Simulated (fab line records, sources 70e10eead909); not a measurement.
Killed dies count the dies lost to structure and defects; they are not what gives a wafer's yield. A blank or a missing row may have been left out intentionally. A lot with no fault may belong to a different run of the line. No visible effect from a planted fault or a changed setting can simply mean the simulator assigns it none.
The tool behind it: which one? || flow nand_harc || 12 lots with 36 wafers sampled at 4 steps, on a route of 1159 steps

## WHAT THE GAUGES READ, wafer by wafer
NHARC_P_M1_INSPECT_27. Usual: 338 for raw_defect_count, sd 120.
{"lot": "L153", "measured": "day 7 02:40", "on": "defect_inspect-01", "raw_defect_count": "447 451 267", "flag": ""}
{"lot": "L154", "measured": "day 7 02:56", "on": "defect_inspect-02", "raw_defect_count": "490 186 465", "flag": ""}
{"lot": "L157", "measured": "day 7 11:32", "on": "defect_inspect-02", "raw_defect_count": "347 348 275", "flag": ""}
{"lot": "L159", "measured": "day 7 21:45", "on": "defect_inspect-02", "raw_defect_count": "269 238 183", "flag": ""}
{"lot": "L158", "measured": "day 8 00:56", "on": "defect_inspect-02", "raw_defect_count": "882 529 581", "flag": ""}
{"lot": "L160", "measured": "day 8 16:23", "on": "defect_inspect-01", "raw_defect_count": "164 253 360", "flag": ""}
{"lot": "L161", "measured": "day 8 18:11", "on": "defect_inspect-01", "raw_defect_count": "440 413 537", "flag": ""}
{"lot": "L164", "measured": "day 9 03:45", "on": "defect_inspect-02", "raw_defect_count": "323 206 289", "flag": ""}
{"lot": "L163", "measured": "day 9 04:51", "on": "defect_inspect-02", "raw_defect_count": "340 328 261", "flag": ""}
{"lot": "L166", "measured": "day 9 15:14", "on": "defect_inspect-01", "raw_defect_count": "370 207 244", "flag": ""}
{"lot": "L170", "measured": "day 10 21:37", "on": "defect_inspect-01", "raw_defect_count": "262 185 376", "flag": ""}
{"lot": "L171", "measured": "day 11 03:20", "on": "defect_inspect-01", "raw_defect_count": "378 384 494", "flag": ""}

NHARC_END_SORT_01. Usual: defect_limited_yield 95.3 %, standard deviation 1.6; killed_at_array 28, standard deviation 11; killed_at_other 0.5, standard deviation 0.87; killed_at_periphery 2.9, standard deviation 2.2; killed_dies 32, standard deviation 11; killed_open 3.2, standard deviation 1.9; killed_short 1.8, standard deviation 1.4; sort_bin_2_pct 1.5 %, standard deviation 0.62; sort_bin_3_pct 0.22 %, standard deviation 0.18; sort_bin_4_pct 3.0 %, standard deviation 1.1; sort_n_pass 645, standard deviation 11; sort_rim_yield_pct 96.1 %, standard deviation 2.4; sort_yield_pct 95.3 %, standard deviation 1.6.
{"lot": "L153", "measured": "day 19 16:14", "on": "prober-02", "defect_limited_yield (%)": "95.1 96.6 96.8", "killed_at_array": "27 21 19", "killed_at_other": "1 1 0", "killed_at_periphery": "5 1 3", "killed_dies": "33 23 22", "killed_open": "4 3 4", "killed_short": "1 1 3", "sort_bin_2_pct (%)": "2.2 0.6 1.6", "sort_bin_3_pct (%)": "0.30 0 0", "sort_bin_4_pct (%)": "2.4 2.8 1.6", "sort_n_pass": "644 654 655", "sort_rim_yield_pct (%)": "95.3 98.1 99.1", "sort_yield_pct (%)": "95.1 96.6 96.8", "flag": ""}
{"lot": "L154", "measured": "day 20 00:17", "on": "prober-01", "defect_limited_yield (%)": "96.3 96.0 96.8", "killed_at_array": "22 25 19", "killed_at_other": "0 0 0", "killed_at_periphery": "3 2 3", "killed_dies": "25 27 22", "killed_open": "4 4 3", "killed_short": "0 1 0", "sort_bin_2_pct (%)": "1.0 0.9 1.0", "sort_bin_3_pct (%)": "0 0.15 0.15", "sort_bin_4_pct (%)": "2.7 3.0 2.1", "sort_n_pass": "652 650 655", "sort_rim_yield_pct (%)": "99.1 98.1 97.2", "sort_yield_pct (%)": "96.3 96.0 96.8", "flag": ""}
{"lot": "L157", "measured": "day 21 03:29", "on": "prober-02", "defect_limited_yield (%)": "94.1 93.2 94.7", "killed_at_array": "34 38 30", "killed_at_other": "3 3 3", "killed_at_periphery": "3 5 3", "killed_dies": "40 46 36", "killed_open": "5 6 5", "killed_short": "1 4 2", "sort_bin_2_pct (%)": "1.9 1.5 1.8", "sort_bin_3_pct (%)": "0.15 0.15 0.30", "sort_bin_4_pct (%)": "3.8 5.2 3.2", "sort_n_pass": "637 631 641", "sort_rim_yield_pct (%)": "93.4 93.4 97.2", "sort_yield_pct (%)": "94.1 93.2 94.7", "flag": ""}
{"lot": "L159", "measured": "day 20 20:20", "on": "prober-02", "defect_limited_yield (%)": "96.6 95.9 95.1", "killed_at_array": "22 24 33", "killed_at_other": "1 0 0", "killed_at_periphery": "0 4 0", "killed_dies": "23 28 33", "killed_open": "0 8 3", "killed_short": "1 1 0", "sort_bin_2_pct (%)": "1.6 0.3 1.5", "sort_bin_3_pct (%)": "0 0.15 0.15", "sort_bin_4_pct (%)": "1.8 3.7 3.2", "sort_n_pass": "654 649 644", "sort_rim_yield_pct (%)": "94.3 91.5 100.0", "sort_yield_pct (%)": "96.6 95.9 95.1", "flag": ""}
{"lot": "L158", "measured": "day 21 12:56", "on": "prober-01", "defect_limited_yield (%)": "94.1 95.9 94.8", "killed_at_array": "36 28 33", "killed_at_other": "1 0 0", "killed_at_periphery": "3 0 2", "killed_dies": "40 28 35", "killed_open": "2 2 2", "killed_short": "0 2 1", "sort_bin_2_pct (%)": "2.2 1.0 2.1", "sort_bin_3_pct (%)": "0.15 0.15 0.30", "sort_bin_4_pct (%)": "3.5 3.0 2.8", "sort_n_pass": "637 649 642", "sort_rim_yield_pct (%)": "97.2 94.3 99.1", "sort_yield_pct (%)": "94.1 95.9 94.8", "flag": ""}
{"lot": "L160", "measured": "day 22 06:53", "on": "prober-01", "defect_limited_yield (%)": "94.7 95.4 96.8", "killed_at_array": "27 20 20", "killed_at_other": "0 0 0", "killed_at_periphery": "9 11 2", "killed_dies": "36 31 22", "killed_open": "4 6 2", "killed_short": "0 0 1", "sort_bin_2_pct (%)": "1.2 1.2 0.7", "sort_bin_3_pct (%)": "0.44 0.30 0", "sort_bin_4_pct (%)": "3.7 3.1 2.5", "sort_n_pass": "641 646 655", "sort_rim_yield_pct (%)": "90.6 96.2 98.1", "sort_yield_pct (%)": "94.7 95.4 96.8", "flag": ""}
{"lot": "L161", "measured": "day 21 20:40", "on": "prober-02", "defect_limited_yield (%)": "97.6 97.3 98.2", "killed_at_array": "15 16 11", "killed_at_other": "0 0 1", "killed_at_periphery": "1 2 0", "killed_dies": "16 18 12", "killed_open": "4 5 4", "killed_short": "1 4 2", "sort_bin_2_pct (%)": "1.0 1.0 0.6", "sort_bin_3_pct (%)": "0 0 0", "sort_bin_4_pct (%)": "1.3 1.6 1.2", "sort_n_pass": "661 659 665", "sort_rim_yield_pct (%)": "98.1 97.2 99.1", "sort_yield_pct (%)": "97.6 97.3 98.2", "flag": ""}
{"lot": "L164", "measured": "day 21 20:44", "on": "prober-01", "defect_limited_yield (%)": "93.5 91.9 93.1", "killed_at_array": "41 51 46", "killed_at_other": "0 0 0", "killed_at_periphery": "3 4 1", "killed_dies": "44 55 47", "killed_open": "4 6 3", "killed_short": "3 2 4", "sort_bin_2_pct (%)": "2.7 3.0 1.8", "sort_bin_3_pct (%)": "0.44 0.44 0", "sort_bin_4_pct (%)": "3.4 4.7 5.2", "sort_n_pass": "633 622 630", "sort_rim_yield_pct (%)": "91.5 96.2 98.1", "sort_yield_pct (%)": "93.5 91.9 93.1", "flag": ""}
{"lot": "L163", "measured": "day 22 03:39", "on": "prober-02", "defect_limited_yield (%)": "97.6 97.3 97.8", "killed_at_array": "14 18 15", "killed_at_other": "0 0 0", "killed_at_periphery": "2 0 0", "killed_dies": "16 18 15", "killed_open": "4 4 2", "killed_short": "0 0 0", "sort_bin_2_pct (%)": "0.7 0.6 0", "sort_bin_3_pct (%)": "0.44 0.15 0", "sort_bin_4_pct (%)": "1.2 1.9 2.2", "sort_n_pass": "661 659 662", "sort_rim_yield_pct (%)": "99.1 99.1 99.1", "sort_yield_pct (%)": "97.6 97.3 97.8", "flag": ""}
{"lot": "L166", "measured": "day 22 12:19", "on": "prober-01", "defect_limited_yield (%)": "91.6 91.6 91.6", "killed_at_array": "54 52 54", "killed_at_other": "1 2 0", "killed_at_periphery": "2 3 3", "killed_dies": "57 57 57", "killed_open": "5 2 4", "killed_short": "1 2 3", "sort_bin_2_pct (%)": "3.0 2.5 3.0", "sort_bin_3_pct (%)": "0.59 0.59 0.30", "sort_bin_4_pct (%)": "4.9 5.3 5.2", "sort_n_pass": "620 620 620", "sort_rim_yield_pct (%)": "92.5 94.3 94.3", "sort_yield_pct (%)": "91.6 91.6 91.6", "flag": ""}
{"lot": "L170", "measured": "day 23 22:45", "on": "prober-01", "defect_limited_yield (%)": "0 0 0", "killed_at_array": "37 53 52", "killed_at_other": "0 0 0", "killed_at_periphery": "640 624 625", "killed_dies": "677 677 677", "killed_open": "1 1 5", "killed_short": "0 4 1", "sort_bin_2_pct (%)": "96.0 93.9 94.8", "sort_bin_3_pct (%)": "0.30 0.44 0.30", "sort_bin_4_pct (%)": "3.7 5.6 4.9", "sort_n_pass": "0 0 0", "sort_rim_yield_pct (%)": "0 0 0", "sort_yield_pct (%)": "0 0 0", "flag": "OFF"}
{"lot": "L171", "measured": "day 23 22:55", "on": "prober-02", "defect_limited_yield (%)": "0 0 0", "killed_at_array": "29 18 19", "killed_at_other": "0 0 0", "killed_at_periphery": "648 659 658", "killed_dies": "677 677 677", "killed_open": "1 0 4", "killed_short": "1 2 1", "sort_bin_2_pct (%)": "96.5 97.0 96.8", "sort_bin_3_pct (%)": "0 0.15 0.15", "sort_bin_4_pct (%)": "3.5 2.8 3.1", "sort_n_pass": "0 0 0", "sort_rim_yield_pct (%)": "0 0 0", "sort_yield_pct (%)": "0 0 0", "flag": "OFF"}

## TOOL THAT RAN EACH LOT (tool first, then ch and the chambers of the sampled wafers, then the start)
{"lot": "L153", "NHARC_P_M0_CMP_23": "cmp-02 ch 0,2,3, day 6 21:46", "NHARC_P_M1_ETCH_28": "rie_diel-08 ch 2, day 7 00:40"}
{"lot": "L154", "NHARC_P_M0_CMP_23": "cmp-04 ch 0,1,3, day 6 21:59", "NHARC_P_M1_ETCH_28": "rie_diel-13 ch 0,1,3, day 7 00:56"}
{"lot": "L157", "NHARC_P_M0_CMP_23": "cmp-04 ch 0,2, day 7 06:53", "NHARC_P_M1_ETCH_28": "rie_diel-05 ch 0,1, day 7 09:34"}
{"lot": "L159", "NHARC_P_M0_CMP_23": "cmp-04 ch 0,1,3, day 7 16:52", "NHARC_P_M1_ETCH_28": "rie_diel-08 ch 1,2,3, day 7 19:47"}
{"lot": "L158", "NHARC_P_M0_CMP_23": "cmp-02 ch 0,1,2, day 7 20:19", "NHARC_P_M1_ETCH_28": "rie_diel-13 ch 0,2,3, day 7 22:58"}
{"lot": "L160", "NHARC_P_M0_CMP_23": "cmp-04 ch 1,2,3, day 8 11:40", "NHARC_P_M1_ETCH_28": "rie_diel-08 ch 1,2,3, day 8 14:20"}
{"lot": "L161", "NHARC_P_M0_CMP_23": "cmp-04 ch 0,2, day 8 13:38", "NHARC_P_M1_ETCH_28": "rie_diel-05 ch 1,2, day 8 16:10"}
{"lot": "L164", "NHARC_P_M0_CMP_23": "cmp-04 ch 1,2, day 8 23:05", "NHARC_P_M1_ETCH_28": "rie_diel-05 ch 0,2,3, day 9 01:47"}
{"lot": "L163", "NHARC_P_M0_CMP_23": "cmp-02 ch 0,2, day 9 00:10", "NHARC_P_M1_ETCH_28": "rie_diel-05 ch 0,3, day 9 02:54"}
{"lot": "L166", "NHARC_P_M0_CMP_23": "cmp-02 ch 1,2,3, day 9 10:20", "NHARC_P_M1_ETCH_28": "rie_diel-13 ch 0,1,3, day 9 13:16"}
{"lot": "L170", "NHARC_P_M0_CMP_23": "cmp-04 ch 0,1,2, day 10 16:47", "NHARC_P_M1_ETCH_28": "rie_diel-08 ch 0,1,2, day 10 19:38"}
{"lot": "L171", "NHARC_P_M0_CMP_23": "cmp-01 ch 0,1,2, day 10 22:50", "NHARC_P_M1_ETCH_28": "rie_diel-05 ch 1,2,3, day 11 01:22"}
- NHARC_P_M0_CMP_23: polishes, t overpolish 20 s, target thk 117.53 nm.
- NHARC_P_M1_ETCH_28: etches the open film in CF4/N2, target depth 30 nm, time 72.99 s.

## AS READ BY THE TOOLS THEMSELVES (means over the sampled wafers that have a number; for cases with no such wafer, the mark the record gives instead)
NHARC_P_M0_CMP_23. Usual: edge_zone_pressure_frac 1.000, standard deviation 0.0051; motor_current_A 11.4 A, standard deviation 1.1; time_to_endpoint_s 29.5 s, standard deviation 3.
{"lot": "L153", "tool": "cmp-02", "edge_zone_pressure_frac": 1.001, "motor_current_A (A)": 11.6, "time_to_endpoint_s (s)": 31.3, "flag": ""}
{"lot": "L154", "tool": "cmp-04", "edge_zone_pressure_frac": 1.001, "motor_current_A (A)": 10.8, "time_to_endpoint_s (s)": 26.8, "flag": ""}
{"lot": "L157", "tool": "cmp-04", "edge_zone_pressure_frac": 0.998, "motor_current_A (A)": 10.7, "time_to_endpoint_s (s)": 30.0, "flag": ""}
{"lot": "L159", "tool": "cmp-04", "edge_zone_pressure_frac": 0.995, "motor_current_A (A)": 10.8, "time_to_endpoint_s (s)": 29.4, "flag": ""}
{"lot": "L158", "tool": "cmp-02", "edge_zone_pressure_frac": 0.999, "motor_current_A (A)": 11.7, "time_to_endpoint_s (s)": 31.5, "flag": ""}
{"lot": "L160", "tool": "cmp-04", "edge_zone_pressure_frac": 1.000, "motor_current_A (A)": 11.1, "time_to_endpoint_s (s)": 28.4, "flag": ""}
{"lot": "L161", "tool": "cmp-04", "edge_zone_pressure_frac": 0.998, "motor_current_A (A)": 10.8, "time_to_endpoint_s (s)": 30.5, "flag": ""}
{"lot": "L164", "tool": "cmp-04", "edge_zone_pressure_frac": 0.996, "motor_current_A (A)": 11.3, "time_to_endpoint_s (s)": 29.3, "flag": ""}
{"lot": "L163", "tool": "cmp-02", "edge_zone_pressure_frac": 1.002, "motor_current_A (A)": 11.2, "time_to_endpoint_s (s)": 31.1, "flag": ""}
{"lot": "L166", "tool": "cmp-02", "edge_zone_pressure_frac": 0.999, "motor_current_A (A)": 11.6, "time_to_endpoint_s (s)": 34.3, "flag": ""}
{"lot": "L170", "tool": "cmp-04", "edge_zone_pressure_frac": 1.008, "motor_current_A (A)": 11.4, "time_to_endpoint_s (s)": 27.0, "flag": ""}
{"lot": "L171", "tool": "cmp-01", "edge_zone_pressure_frac": 0.996, "motor_current_A (A)": 12.6, "time_to_endpoint_s (s)": 30.9, "flag": ""}

NHARC_P_M1_ETCH_28. Usual: bias_w is 100.0 W with standard deviation 0.3, cf4_flow_sccm is 50.02 sccm with standard deviation 0.16, drypump_motor_current_A is 5.9 A with standard deviation 0.44, oes_product_au is 0.999 a.u. with standard deviation 0.014, rf_vpp_V is 314.8 V with standard deviation 1.9, showerhead_plenum_p_Torr is 2.66 Torr with standard deviation 0.1, and throttle_valve_pct is 19.795 % with standard deviation 0.0086.
{"lot": "L153", "tool": "rie_diel-08", "bias_w (W)": 100.1, "cf4_flow_sccm (sccm)": 50.12, "drypump_motor_current_A (A)": 5.5, "oes_product_au (a.u.)": 0.990, "rf_vpp_V (V)": 316.4, "showerhead_plenum_p_Torr (Torr)": 2.74, "throttle_valve_pct (%)": 19.804, "flag": ""}
{"lot": "L154", "tool": "rie_diel-13", "bias_w (W)": 99.9, "cf4_flow_sccm (sccm)": 49.74, "drypump_motor_current_A (A)": 5.8, "oes_product_au (a.u.)": 1.012, "rf_vpp_V (V)": 315.2, "showerhead_plenum_p_Torr (Torr)": 2.66, "throttle_valve_pct (%)": 19.793, "flag": ""}
{"lot": "L157", "tool": "rie_diel-05", "bias_w (W)": 99.9, "cf4_flow_sccm (sccm)": 49.96, "drypump_motor_current_A (A)": 5.5, "oes_product_au (a.u.)": 0.992, "rf_vpp_V (V)": 314.7, "showerhead_plenum_p_Torr (Torr)": 2.63, "throttle_valve_pct (%)": 19.793, "flag": ""}
{"lot": "L159", "tool": "rie_diel-08", "bias_w (W)": 99.9, "cf4_flow_sccm (sccm)": 50.04, "drypump_motor_current_A (A)": 6.0, "oes_product_au (a.u.)": 0.996, "rf_vpp_V (V)": 315.2, "showerhead_plenum_p_Torr (Torr)": 2.68, "throttle_valve_pct (%)": 19.796, "flag": ""}
{"lot": "L158", "tool": "rie_diel-13", "bias_w (W)": 100.1, "cf4_flow_sccm (sccm)": 50.03, "drypump_motor_current_A (A)": 5.9, "oes_product_au (a.u.)": 1.003, "rf_vpp_V (V)": 315.3, "showerhead_plenum_p_Torr (Torr)": 2.65, "throttle_valve_pct (%)": 19.794, "flag": ""}
{"lot": "L160", "tool": "rie_diel-08", "bias_w (W)": 100.1, "cf4_flow_sccm (sccm)": 50.03, "drypump_motor_current_A (A)": 6.0, "oes_product_au (a.u.)": 0.992, "rf_vpp_V (V)": 315.0, "showerhead_plenum_p_Torr (Torr)": 2.68, "throttle_valve_pct (%)": 19.801, "flag": ""}
{"lot": "L161", "tool": "rie_diel-05", "bias_w (W)": 100.1, "cf4_flow_sccm (sccm)": 49.78, "drypump_motor_current_A (A)": 6.0, "oes_product_au (a.u.)": 0.996, "rf_vpp_V (V)": 313.7, "showerhead_plenum_p_Torr (Torr)": 2.58, "throttle_valve_pct (%)": 19.794, "flag": ""}
{"lot": "L164", "tool": "rie_diel-05", "bias_w (W)": 100.2, "cf4_flow_sccm (sccm)": 50.02, "drypump_motor_current_A (A)": 5.6, "oes_product_au (a.u.)": 0.999, "rf_vpp_V (V)": 314.0, "showerhead_plenum_p_Torr (Torr)": 2.60, "throttle_valve_pct (%)": 19.792, "flag": ""}
{"lot": "L163", "tool": "rie_diel-05", "bias_w (W)": 99.9, "cf4_flow_sccm (sccm)": 50.04, "drypump_motor_current_A (A)": 5.7, "oes_product_au (a.u.)": 0.990, "rf_vpp_V (V)": 314.7, "showerhead_plenum_p_Torr (Torr)": 2.65, "throttle_valve_pct (%)": 19.799, "flag": ""}
{"lot": "L166", "tool": "rie_diel-13", "bias_w (W)": 99.9, "cf4_flow_sccm (sccm)": 49.97, "drypump_motor_current_A (A)": 5.8, "oes_product_au (a.u.)": 1.005, "rf_vpp_V (V)": 314.5, "showerhead_plenum_p_Torr (Torr)": 2.66, "throttle_valve_pct (%)": 19.799, "flag": ""}
{"lot": "L170", "tool": "rie_diel-08", "bias_w (W)": "-", "cf4_flow_sccm (sccm)": "-", "drypump_motor_current_A (A)": "-", "oes_product_au (a.u.)": "-", "rf_vpp_V (V)": "-", "showerhead_plenum_p_Torr (Torr)": "-", "throttle_valve_pct (%)": "-", "flag": "OFF"}
{"lot": "L171", "tool": "rie_diel-05", "bias_w (W)": "-", "cf4_flow_sccm (sccm)": "-", "drypump_motor_current_A (A)": "-", "oes_product_au (a.u.)": "-", "rf_vpp_V (V)": "-", "showerhead_plenum_p_Torr (Torr)": "-", "throttle_valve_pct (%)": "-", "flag": "OFF"}

## THE ANSWER, worked out from the rows above alone
Rule: lot off if the mean of its wafers having a number is beyond 3 standard deviations from the usual mean. Also off: a lot with no number at a reading for which 4 or more lots have one. The other lots that the step has rows for count as sound. The gauges are gone through in route order, then the tools' own readings, and for those a lot's mean is taken as printed above. The first step at which some lot is off is used, and at that step the reading that is off furthest; a lot without a number counts as furthest.
Off: L170, L171 (NHARC_END_SORT_01, killed_at_periphery).
If a tool, at a process step before that reading, ran all the lots that are off and no sound lot after the first of them, it fits. Not tried: the gauges at NHARC_END_SORT_01; whatever is off there is also off at NHARC_P_M1_ETCH_28, on other tools, and gauge error can't account for it. Of those tried, none fits.

## WHAT THE SIMULATOR PUT IN
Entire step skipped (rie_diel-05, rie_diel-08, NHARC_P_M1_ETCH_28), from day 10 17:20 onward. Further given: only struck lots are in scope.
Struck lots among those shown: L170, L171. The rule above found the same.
